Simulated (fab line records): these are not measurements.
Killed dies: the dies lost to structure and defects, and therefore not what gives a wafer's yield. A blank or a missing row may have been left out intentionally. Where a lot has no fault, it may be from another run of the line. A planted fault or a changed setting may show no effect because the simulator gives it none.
Which tool was responsible? + flow nand harc + 33 wafers from 11 lots sampled at 2 of the route's 1159 steps

## WHAT EACH GAUGE READ, for each wafer
NHARC_P_M0_CD_MEAS_09: the cd target is 90 nm.
| lot  | measured     | on        | cd nm (nm)     |
|------|--------------|-----------|----------------|
| L434 | day 5 18:41  | cd sem-02 | 90.3 89.9 89.1 |
| L435 | day 6 06:14  | cd sem-02 | 90.2 91.1 89.8 |
| L440 | day 7 08:20  | cd sem-01 | 91.9 91.8 91.4 |
| L442 | day 7 22:13  | cd sem-01 | 91.0 91.7 91.8 |
| L449 | day 9 11:14  | cd sem-03 | 89.2 89.0 90.3 |
| L450 | day 10 03:13 | cd sem-02 | 89.6 90.7 89.4 |
| L452 | day 10 07:14 | cd sem-02 | 90.2 90.6 90.8 |
| L453 | day 10 17:53 | cd sem-03 | 89.2 89.3 90.2 |
| L454 | day 10 18:27 | cd sem-03 | 90.3 90.1 89.0 |
| L457 | day 11 12:14 | cd sem-03 | 90.5 90.3 90.5 |
| L456 | day 11 13:28 | cd sem-03 | 90.0 91.0 89.7 |

## WHAT TOOL EACH LOT RAN ON (gives the tool, then ch and the chambers of the sampled wafers, and finally the start)
| lot  | NHARC_P_CONTACT_ETCH_31                       |
|------|-----------------------------------------------|
| L434 | rie diel-06 ch 2,3, day 5 18:41 or earlier    |
| L435 | rie diel-06 ch 1,2,3, day 6 06:14 or earlier  |
| L440 | rie diel-05 ch 0,1,2, day 7 08:20 or earlier  |
| L442 | rie diel-05 ch 0,2,3, day 7 22:13 or earlier  |
| L449 | rie diel-05 ch 0,1,2, day 9 11:14 or earlier  |
| L450 | rie diel-05 ch 0,3, day 10 03:13 or earlier   |
| L452 | rie diel-06 ch 0,1,3, day 10 07:14 or earlier |
| L453 | rie diel-06 ch 0,1,3, day 10 17:53 or earlier |
| L454 | rie diel-05 ch 0,1,3, day 10 18:27 or earlier |
| L457 | rie diel-11 ch 0,3, day 11 12:14 or earlier   |
| L456 | rie diel-11 ch 0,1,3, day 11 13:28 or earlier |
- NHARC_P_CONTACT_ETCH_31: etches the open film in CH3F/O2, target depth 30 nm, time 85.7 s.

## THE ANSWER, worked out from the rows above alone
Rule: the usual values come from the lots themselves. The widest of any qualifying gaps counts: lots, ordered by their means at a reading, are off when they make up no more than a third of the lots, leave a main group of 4 or more, and stand apart from it by 3 or more times the standard deviation of that group's means. Not used: any main group whose means are identical at the precision the tables above print for the reading. Also off: a lot with no number at a reading for which 4 or more lots have one. Where the step has rows for the other lots, those lots are counted as sound.
Nothing can be told from this: no lot is off at any reading shown.

## WHAT WAS PUT IN BY THE SIMULATOR
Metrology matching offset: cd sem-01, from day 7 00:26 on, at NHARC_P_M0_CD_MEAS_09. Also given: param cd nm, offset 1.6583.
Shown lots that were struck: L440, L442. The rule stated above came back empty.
